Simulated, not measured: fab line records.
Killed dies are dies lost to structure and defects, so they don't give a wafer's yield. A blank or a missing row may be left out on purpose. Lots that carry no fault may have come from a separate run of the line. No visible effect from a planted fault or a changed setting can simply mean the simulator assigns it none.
8D (eight disciplines) problem report, filled in by code || flow n5 finfet || the parts of the form that need people (team, actions taken, sign-off) are left out

## 1. PROBLEM STATEMENT
Mean of bias w at N5_BEOL_M5_VIA_ETCH_34: 161.7 W across 3 wafers in 2 lots; on wafers with no fault it is 185.0 W (standard deviation 0.57). That puts it -41 standard deviations away from the usual mean.
The step: etches SiCOH lowk in C4F6/O2, target depth 88.3 nm, time 39.2 s.
The first sign was on wafer L150.5 at day 10 15:54, on rie diel-02. The record has a number at this step for 31 wafers belonging to 11 lots. Rule for "out" (also "out of limits"): further than 4 standard deviations from the usual mean. Any other wafer with a number is counted as sound.

## 2. WHAT IT IS, AND WHAT IT ISN'T
{"question": "which readings at this step", "is": "bias w, rf vpp V", "is not": "drypump motor current A, oes product au, showerhead plenum p Torr, throttle valve pct"}
{"question": "which lots", "is": "L150, L152", "is not": "L140, L141, L142, L143, L156, L158, L159, L162, L163"}
{"question": "which wafers of those lots", "is": "L150.5, L152.3, L152.4", "is not": "L150.1, L150.6, L152.1"}
{"question": "read on which tools", "is": "rie diel-02", "is not": "rie diel-04, rie diel-06"}
{"question": "when", "is": "from day 10 15:54", "is not": "up to then (14 sound wafers); but 14 sound wafers of L152, L156, L158, L159, L162, L163 came after"}

## 3. SUSPECTS, AND WHAT RULES EACH OUT
Counting: a tool at a process step up to the reading stays a suspect if it ran every lot that is out. Sound lots after the first of them don't rule it out here, since some wafers of a struck lot are sound.
- rie diel-02 at N5_BEOL_M5_VIA_ETCH_34 (etches SiCOH lowk in C4F6/O2, target depth 88.3 nm, time 39.2 s): kept. It ran every lot that is out, first L150 (day 10 15:54); its last sound lot up to then is L141 (day 8 08:04). Its own readings are out on those wafers: bias w, rf vpp V.
- Within rie diel-02 at N5_BEOL_M5_VIA_ETCH_34: the wafers that are out ran in chamber 1; their sound lot-mates ran in chambers 0, 2.
After counting, what remains is rie diel-02 at N5_BEOL_M5_VIA_ETCH_34.

## 4. THE CAUSE (what the simulator had put in)
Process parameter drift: rie diel-02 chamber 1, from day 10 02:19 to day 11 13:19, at N5_BEOL_M5_VIA_ETCH_34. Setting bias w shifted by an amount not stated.
After counting, this tool was the only one left.

## 5. SEQUENCE OF EFFECTS, ordered by route
One row per reading whose mean, taken over the struck wafers that have a number, lies over 3 standard deviations from the usual. Only readings for which the record gives a usual standard deviation are gone through. hours: the time from each lot's start at the first step in this table that gives one to its start at this step, as a median over the lots. sigmas: the change in usual standard deviations.
{"hours": 0, "step": "N5_BEOL_M5_VIA_ETCH_34", "reading": "bias w", "usual": "185.0 W", "on struck wafers": 161.7, "change": -23.3, "sigmas": -41}
{"hours": 0, "step": "N5_BEOL_M5_VIA_ETCH_34", "reading": "rf vpp V", "usual": "661 V", "on struck wafers": 587, "change": -74, "sigmas": -8.4}
The process steps in it:
- N5_BEOL_M5_VIA_ETCH_34: etches SiCOH lowk in C4F6/O2, target depth 88.3 nm, time 39.2 s.
Later steps that measure or inspect, where all struck wafers having a row at the step show a number for every such reading and not one has moved that far: N5_BEOL_M5_CD_MEAS_35.

## 6. WHAT WOULD HAVE CAUGHT IT SOONER
The fault began at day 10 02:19; the first out-of-limits reading in this record came at day 10 15:54, 14 hours later.
